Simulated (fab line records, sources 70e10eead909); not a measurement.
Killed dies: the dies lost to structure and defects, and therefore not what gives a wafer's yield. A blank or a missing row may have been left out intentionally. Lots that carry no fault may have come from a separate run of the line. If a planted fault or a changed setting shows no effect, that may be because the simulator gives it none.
Matching of chambers	flow nand_harc	NHARC_A_BONDPAD_DESCUM_11 on rie_diel-01 has 4 sister chambers
The step chemistry O2, time 3 s. 8 wafers are shown with their chamber, then 8 later ones without.

WAFERS, EACH WITH ITS CHAMBER
wafer	chamber	drypump_motor_current_A (A)	oes_product_au (a.u.)
L608.2	1	6.3	1.004
L609.2	0	5.1	1.013
L609.3	2	5.3	1.002
L610.2	2	5.2	0.998
L611.1	3	5.3	1.006
L611.2	1	6.3	0.998
L611.4	0	5.1	1.015
L613.3	3	5.3	0.986

WAFERS MISSING THEIR CHAMBER
wafer	drypump_motor_current_A (A)	oes_product_au (a.u.)
L613.4	5.2	1.001
L613.6	6.3	0.998
L619.3	5.1	1.015
L619.4	5.2	0.988
L619.5	5.1	1.024
L625.1	5.3	0.996
L625.3	5.2	0.996
L625.5	6.3	0.990

CHAMBER TAKEN BY EACH
wafer	from the rows above	in truth
L613.4	can't be placed: 2 or 3 or 0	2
L613.6	1	1
L619.3	0	0
L619.4	can't be placed: 2 or 3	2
L619.5	0	0
L625.1	can't be placed: 3 or 2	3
L625.3	can't be placed: 2 or 3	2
L625.5	1	1
Correctly placed: 4 of 8. These rows do not allow placing 4 (true chamber among the candidates in 4). Number placed wrongly: 0.
How it was worked out, from the rows above alone: a wafer's distance from a chamber is the root of the sum, over the readings, of the square of ((its reading less the chamber's mean) divided by the reading's scatter). The wafer belongs to the nearest chamber; if the next one is less than 2 further off, it can't be placed. Each chamber's mean is taken over the wafers shown for it. The scatter is the square root of a quotient: the sum, over the shown wafers, of each reading's squared deviation from its chamber's mean, divided by wafers minus chambers.
